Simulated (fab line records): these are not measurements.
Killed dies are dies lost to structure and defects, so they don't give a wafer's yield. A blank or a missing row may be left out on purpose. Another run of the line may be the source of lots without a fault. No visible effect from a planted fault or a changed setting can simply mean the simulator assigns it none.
Matching of chambers | flow n5_finfet | rie_si-01 running N5_BEOL_M0_SAQP_ETCH_102: 4 sister chambers
The step etches SiO2 in CF4, target depth 4 nm, time 4.4 s. 4 wafers are shown with their chamber, then 7 later ones without.

WAFERS, EACH WITH ITS CHAMBER
wafer  | chamber | throttle_valve_pct (%)
L084.4 | 3       | 21.82
L084.5 | 0       | 21.67
L092.2 | 2       | 22.34
L092.4 | 1       | 21.97

WAFERS WHOSE CHAMBER IS MISSING
wafer  | throttle_valve_pct (%)
L092.6 | 22.33
L093.2 | 22.34
L093.5 | 21.85
L093.6 | 21.68
L095.1 | 21.69
L095.3 | 21.83
L095.4 | 21.97

EACH ONE'S CHAMBER
wafer  | from the rows above | in truth
L092.6 | 2                   | 2
L093.2 | 2                   | 2
L093.5 | 3                   | 3
L093.6 | 0                   | 0
L095.1 | 0                   | 0
L095.3 | 3                   | 3
L095.4 | 1                   | 1
7 of 7 placed correctly. Left unplaced by these rows: 0. Wrongly placed: 0.
How it was worked out, from the rows above alone: a wafer's distance from a chamber is the root of the sum, over the readings, of the square of ((its reading less the chamber's mean) divided by the reading's scatter). The wafer belongs to the nearest chamber; if the next one is less than 2 further off, it can't be placed. The mean given for a chamber averages the wafers shown for that chamber. The scatter (one wafer shown for each chamber): square how far every hidden wafer sits from the nearest shown wafer, average those squares and take the square root.
